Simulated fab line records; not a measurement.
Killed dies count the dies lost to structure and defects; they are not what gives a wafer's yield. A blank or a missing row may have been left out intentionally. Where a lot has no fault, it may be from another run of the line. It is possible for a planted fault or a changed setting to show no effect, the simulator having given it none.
Chamber matching | flow nand harc | NHARC_A_CHANNEL_FILL_D1_CMP_10 on cmp-01 has 4 sister chambers
The step polishes, target thk 150 nm. 14 wafers are shown with their chamber, then 6 later ones without.

## EACH WAFER AND ITS CHAMBER
wafer  | chamber | motor current A (A) | time to endpoint s (s)
L807.2 | 3       | 11.4                | 11.8
L807.4 | 0       | 10.8                | 16.1
L807.6 | 1       | 15.2                | 18.0
L808.1 | 2       | 12.1                | 14.7
L808.6 | 0       | 10.4                | 14.6
L811.2 | 3       | 10.5                | 9.0
L811.5 | 0       | 10.2                | 12.2
L811.6 | 3       | 11.2                | 9.3
L820.2 | 3       | 11.3                | 10.9
L820.3 | 0       | 10.6                | 13.3
L820.6 | 0       | 10.5                | 13.1
L824.2 | 1       | 15.3                | 19.1
L824.3 | 3       | 10.8                | 11.5
L824.6 | 3       | 11.2                | 15.3

SIGNATURES (averages over the wafers above)
reading            | chamber 0 | chamber 1 | chamber 2 | chamber 3 | scatter within a chamber
motor current A    | 10.500    | 15.250    | 12.100    | 11.067    | 0.283
time to endpoint s | 13.860    | 18.550    | 14.700    | 11.300    | 1.89
Rule: for a wafer and a chamber, the distance is found by dividing, reading by reading, the gap between the wafer's reading and the chamber's mean by the reading's scatter, squaring, summing and taking the root. The wafer belongs to the nearest chamber; if the next one is less than 2 further off, it can't be placed. The scatter: take each reading less its chamber's mean, square it, sum over the shown wafers, divide by the number of wafers less the number of chambers, and take the root.

## WAFERS WITHOUT THEIR CHAMBER
wafer  | motor current A (A) | time to endpoint s (s)
L827.1 | 11.9                | 17.1
L827.3 | 11.2                | 12.6
L827.6 | 11.9                | 16.5
L828.2 | 10.7                | 12.3
L828.4 | 12.4                | 16.8
L828.5 | 10.3                | 14.7

## THE CHAMBER EACH PASSED THROUGH
wafer  | from the rows above     | in truth
L827.1 | 2                       | 2
L827.3 | can't be placed: 3 or 0 | 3
L827.6 | 2                       | 2
L828.2 | can't be placed: 0 or 3 | 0
L828.4 | 2                       | 2
L828.5 | 0                       | 0
Correct placement for 4 of the 6. Can't be placed from these rows: 2 (the true chamber is among the candidates in 2). 0 placed wrongly.
